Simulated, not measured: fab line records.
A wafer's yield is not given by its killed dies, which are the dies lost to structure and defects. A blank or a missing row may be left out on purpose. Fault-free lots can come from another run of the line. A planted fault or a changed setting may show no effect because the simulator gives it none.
Which of the tools did it? :: flow n5Finfet :: 9 lots with 27 wafers sampled at 2 steps, on a route of 1938 steps

== WHAT THE GAUGES READ, wafer by wafer ==
N5_SD_EPI_N_INSPECT_11: inspects for defects (macro).
lot: L206
measured: day 3 07:20
on: defectInspect-02
rawDefectCount: 1 0 1

lot: L208
measured: day 3 18:28
on: defectInspect-02
rawDefectCount: 1 1 0

lot: L209
measured: day 4 03:34
on: defectInspect-02
rawDefectCount: 2 26 0

lot: L210
measured: day 4 06:29
on: defectInspect-02
rawDefectCount: 2 5 2

lot: L213
measured: day 5 02:59
on: defectInspect-01
rawDefectCount: 17 21 4

lot: L214
measured: day 5 06:49
on: defectInspect-01
rawDefectCount: 2 2 1

lot: L217
measured: day 6 02:44
on: defectInspect-01
rawDefectCount: 1 2 1

lot: L220
measured: day 6 20:11
on: defectInspect-02
rawDefectCount: 1 3 2

lot: L222
measured: day 7 07:45
on: defectInspect-01
rawDefectCount: 1 2 2

== WHAT TOOL EACH LOT RAN ON (gives the tool, then ch and the chambers of the sampled wafers, and finally the start) ==
lot: L206
N5_DUMMY_GATE_PECVD_30: pecvd-03 ch 0,1,2, day 3 04:40

lot: L208
N5_DUMMY_GATE_PECVD_30: pecvd-03 ch 0,1, day 3 15:38

lot: L209
N5_DUMMY_GATE_PECVD_30: pecvd-03 ch 0,1, day 4 00:21

lot: L210
N5_DUMMY_GATE_PECVD_30: pecvd-02 ch 0,2, day 4 02:45

lot: L213
N5_DUMMY_GATE_PECVD_30: pecvd-03 ch 0,1, day 4 23:24

lot: L214
N5_DUMMY_GATE_PECVD_30: pecvd-01 ch 0,1,2, day 5 04:07

lot: L217
N5_DUMMY_GATE_PECVD_30: pecvd-01 ch 0,2, day 5 23:37

lot: L220
N5_DUMMY_GATE_PECVD_30: pecvd-01 ch 0,1,2, day 6 17:16

lot: L222
N5_DUMMY_GATE_PECVD_30: pecvd-03 ch 1,2, day 7 03:28
- N5_DUMMY_GATE_PECVD_30: deposits SiO2 from TEOS/O2, target thk 55 nm, time 10.8 s.

== THE ANSWER, worked out from the rows above alone ==
Rule: usual is defined by the lots themselves. Put in order of their means at a reading, lots are off if they are a third of the lots or fewer, leave a main group of 4 or more, and stand apart from it by a gap of 3 or more times the standard deviation of the main group's means; of several such gaps the widest counts. A main group whose means are all the same, to the digits that the tables above print for the reading, isn't used. Also off: a lot with no number at a reading for which 4 or more lots have one. The other lots that the step has rows for count as sound.
Off at N5_SD_EPI_N_INSPECT_11 (rawDefectCount): L209, L213. The main group: mean 1.6, standard deviation 0.75.
A tool fits if, at a process step before that reading, it ran every lot that is off, and no sound lot after the first of them. The gauges at N5_SD_EPI_N_INSPECT_11 are tried like those tools. None of those tried fits.

== WHAT THE SIMULATOR HAD INSERTED ==
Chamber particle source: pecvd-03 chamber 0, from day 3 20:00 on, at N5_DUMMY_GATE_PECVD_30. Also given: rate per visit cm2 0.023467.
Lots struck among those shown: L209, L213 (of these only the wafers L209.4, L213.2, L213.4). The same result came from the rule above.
